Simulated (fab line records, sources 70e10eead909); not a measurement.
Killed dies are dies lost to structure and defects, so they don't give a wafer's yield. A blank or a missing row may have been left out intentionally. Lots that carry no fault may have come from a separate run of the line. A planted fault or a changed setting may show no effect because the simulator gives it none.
Comparing a struck lot with a sound one    flow nand_harc    25 steps out of a route of 1302
Sound: wafers L219.1, L219.3, L219.4. Wafers L231.2, L231.3, L231.5 were the ones struck. The cause comes at the end.
Order at every step that has rows: each side's tool, ch and its chambers, its first start. Under that, the readings that differ: sound wafers    struck wafers    difference of the means    sigmas: that difference in standard deviations of wafers without a fault.
alike: readings with means less than 2 such deviations apart, plus words and numbers identical on both sides. not compared: withheld readings, readings lacking a value on some wafer, bounds such as >300 that could conceal the same value, and numbers that have no deviation in the record and whose values overlap.
A row with sigmas, a row that says differs or no value, or rows on one side alone: a step with any of these is where the two part. Numbers that have no deviation but don't overlap get no sigmas and don't part them. A reading that every wafer of one side lacks parts them only if that side has two wafers or more.

first, 1 step without rows for these wafers: NHARC_P_CONTACT_DEP_30 (deposits SiNx, target thk 30 nm).
NHARC_P_CONTACT_DEP_00: deposits SiO2, target thk 500 nm.
  sound on pecvd-02 ch 1,2; struck on pecvd-01 ch 1,2
  alike: heater_power_w, throttle_valve_pct
NHARC_P_CONTACT_CMP_01: polishes SiO2, target thk 200 nm.
  sound on cmp-02 ch 0,2,3, day 6 03:35; struck on cmp-03 ch 0,1,3, day 11 01:19
  alike: motor_current_A, slurry_flow_ml_min
then, 8 steps without rows for these wafers: NHARC_P_CONTACT_SRD_03; NHARC_P_CONTACT_DEHYDRATE_04 (time 120 s); NHARC_P_CONTACT_HMDS_05 (time 30 s); NHARC_P_CONTACT_COAT_33 (time 75 s); NHARC_P_CONTACT_COAT_34 (time 65 s); NHARC_P_CONTACT_COAT_06 (resist thk 90 nm); NHARC_P_CONTACT_SOFTBAKE_07 (time 55 s); NHARC_P_CONTACT_EBR_08.
NHARC_P_CONTACT_EXPOSE_09: exposes mask P CA, target cd 90 nm.
  sound on arfi_scanner-03 ch 0, day 6 04:18; struck on arfi_scanner-03 ch 0, day 11 01:59
reading  sound                 struck                         difference  sigmas
mask     P_CA#0 P_CA#0 P_CA#0  P_CA_R1#0 P_CA_R1#0 P_CA_R1#0  differs     
  alike: exposure_dose_mJ_cm2
then, 2 steps without rows for these wafers: NHARC_P_CONTACT_PEB_10 (peb time 65 s); NHARC_P_CONTACT_DEVELOP_11 (develop time 35 s).
NHARC_P_CONTACT_CD_MEAS_12: the cd target is 90 nm.
  sound on cd_sem-03 ch 0, day 6 04:26; struck on cd_sem-02 ch 0
reading     sound           struck          difference  sigmas
cd_nm (nm)  89.7 90.1 89.5  93.8 93.0 93.5  +3.7        +4
  not compared: hold
NHARC_P_CONTACT_OVL_MEAS_13:
  struck on overlay-01, day 11 08:13; sound on overlay-01, day 6 04:32
reading  sound  struck                                                                      difference                    sigmas
hold     - - -  await_dispo/5.8h/release await_dispo/5.8h/release await_dispo/5.8h/release  no value on the sound wafers  
  alike: overlay_x_nm, overlay_y_nm
NHARC_P_CONTACT_INSPECT_14:
  struck on defect_inspect-01, day 11 08:15; sound on defect_inspect-01, day 6 04:34
  alike: raw_defect_count
NHARC_P_CONTACT_DESCUM_17: chemistry O2, time 3 s.
  sound on rie_diel-05 ch 1,2,3, day 6 04:38; struck on rie_diel-05 ch 0,2, day 11 08:19
reading                          sound             struck             difference  sigmas
showerhead_plenum_p_Torr (Torr)  1.82 1.82 1.96    1.96 2.06 2.06     +0.16       +2
model.P_CONTACT.cd_nm (nm)       88.3 89.09 89.01  93.13 93.29 93.75  +4.59       
  alike: drypump_motor_current_A, oes_product_au, rf_vpp_V, throttle_valve_pct
  not compared: rf_hours_counter_h
NHARC_P_CONTACT_ETCH_35: etches the open film in CF4, target depth 39 nm, time 65 s.
  sound on rie_diel-05 ch 1,2,3, day 6 04:43; struck on rie_diel-05 ch 0,1,3, day 11 08:24
  alike: bias_w, cf4_flow_sccm, drypump_motor_current_A, oes_product_au, rf_vpp_V, showerhead_plenum_p_Torr, throttle_valve_pct
  not compared: rf_hours_counter_h
NHARC_P_CONTACT_ETCH_36: etches the open film in N2/H2, target depth 260 nm, time 406.25 s.
  sound on rie_diel-05 ch 0,1,2; struck on rie_diel-05 ch 0,2,3
  alike: bias_w, drypump_motor_current_A, oes_product_au, rf_vpp_V, showerhead_plenum_p_Torr, throttle_valve_pct
  not compared: rf_hours_counter_h
NHARC_P_CONTACT_ETCH_18: etches the open film in C4F8/O2/Ar, target depth 481 nm, time 240.5 s.
  sound on rie_diel-05 ch 0,2,3; struck on rie_diel-05 ch 1,2,3
  alike: bias_w, oes_product_au, rf_vpp_V
  not compared: rf_hours_counter_h
then, 1 step without rows for these wafers: NHARC_P_CONTACT_STRIP_37 (strips in C4F8/O2/Ar).
NHARC_P_CONTACT_ETCH_31: etches the open film in CH3F/O2, target depth 30 nm, time 85.7 s.
  sound on rie_diel-05 ch 0,2,3; struck on rie_diel-05 ch 0,1,2
reading                     sound           struck             difference  sigmas
model.P_CONTACT.cd_nm (nm)  88 87.74 87.85  90.61 90.09 93.97  +3.69       
  alike: bias_w, drypump_motor_current_A, oes_product_au, rf_vpp_V, showerhead_plenum_p_Torr, throttle_valve_pct
  not compared: rf_hours_counter_h
NHARC_P_CONTACT_CD_MEAS_19:
  struck on cd_sem-03, day 11 09:11; sound on cd_sem-02, day 6 05:30
  alike: cd_nm
-- jump in the record: it breaks off in module P_CONTACT and resumes in module END (first step shown: number 1302 of the route), and 18 days separate the struck wafers' starts before and after --
NHARC_END_SORT_01:
  sound on prober-01 ch 0, day 24 17:40; struck on prober-02 ch 0, day 29 09:02
reading          sound     struck    difference  sigmas
killed_at_array  80 86 93  37 28 40  -51         -4
killed_dies      89 88 97  40 34 42  -53         -4
  alike: killed_at_other, killed_at_periphery, killed_open, killed_short

== WHERE THEY PART ==
At NHARC_P_CONTACT_EXPOSE_09 first; at NHARC_END_SORT_01 last (within this record only).

WHY: the cause the simulator had injected
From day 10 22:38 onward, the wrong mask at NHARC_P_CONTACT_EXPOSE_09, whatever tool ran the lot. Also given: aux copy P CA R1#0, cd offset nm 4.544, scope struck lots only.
